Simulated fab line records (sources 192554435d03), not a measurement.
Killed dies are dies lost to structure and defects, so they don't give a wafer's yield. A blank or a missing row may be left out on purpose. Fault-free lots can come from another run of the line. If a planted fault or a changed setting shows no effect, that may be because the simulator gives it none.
Matching of chambers ; flow n5Finfet ; aldSin-02 running N5_BEOL_M4_ALD_98: 4 sister chambers
The step deposits SiO2, target thk 2.5 nm, pulse time 1 s, co reactant pulse time 1 s. 8 wafers are shown with their chamber, then 12 later ones without.

== EACH WAFER AND ITS CHAMBER ==
wafer;chamber;heaterPowerW (W);precursorPulseHeightRel
L084.2;0;78;1.014
L085.4;0;81;0.972
L094.1;1;70;1.000
L094.3;2;74;0.981
L094.4;3;83;1.014
L093.1;2;74;0.991
L093.2;1;69;0.972
L093.3;3;84;0.997

== WAFERS WITH NO CHAMBER GIVEN ==
wafer;heaterPowerW (W);precursorPulseHeightRel
L093.4;80;0.998
L093.5;75;1.037
L093.6;85;1.016
L095.1;84;1.004
L095.2;68;0.998
L095.3;73;0.979
L095.4;79;1.000
L095.5;82;0.997
L095.6;80;0.992
L097.2;74;1.003
L097.3;84;1.006
L097.4;66;0.981

== EACH ONE'S CHAMBER ==
wafer;from the rows above;in truth
L093.4;0;0
L093.5;can't be placed: 2 or 0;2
L093.6;3;3
L095.1;3;3
L095.2;1;1
L095.3;2;2
L095.4;0;0
L095.5;can't be placed: 3 or 0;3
L095.6;0;0
L097.2;2;2
L097.3;3;3
L097.4;1;1
Correctly placed: 10 of 12. Not placeable from these rows: 2 (in 2, the candidates include the true chamber). Number placed wrongly: 0.
How it was worked out, from the rows above alone: a wafer's distance from a chamber is the root of the sum, over the readings, of the square of ((its reading less the chamber's mean) divided by the reading's scatter). The wafer belongs to the nearest chamber; if the next one is less than 2 further off, it can't be placed. For every chamber, the mean is computed from those of its wafers that are shown. The scatter is the square root of a quotient: the sum, over the shown wafers, of each reading's squared deviation from its chamber's mean, divided by wafers minus chambers.
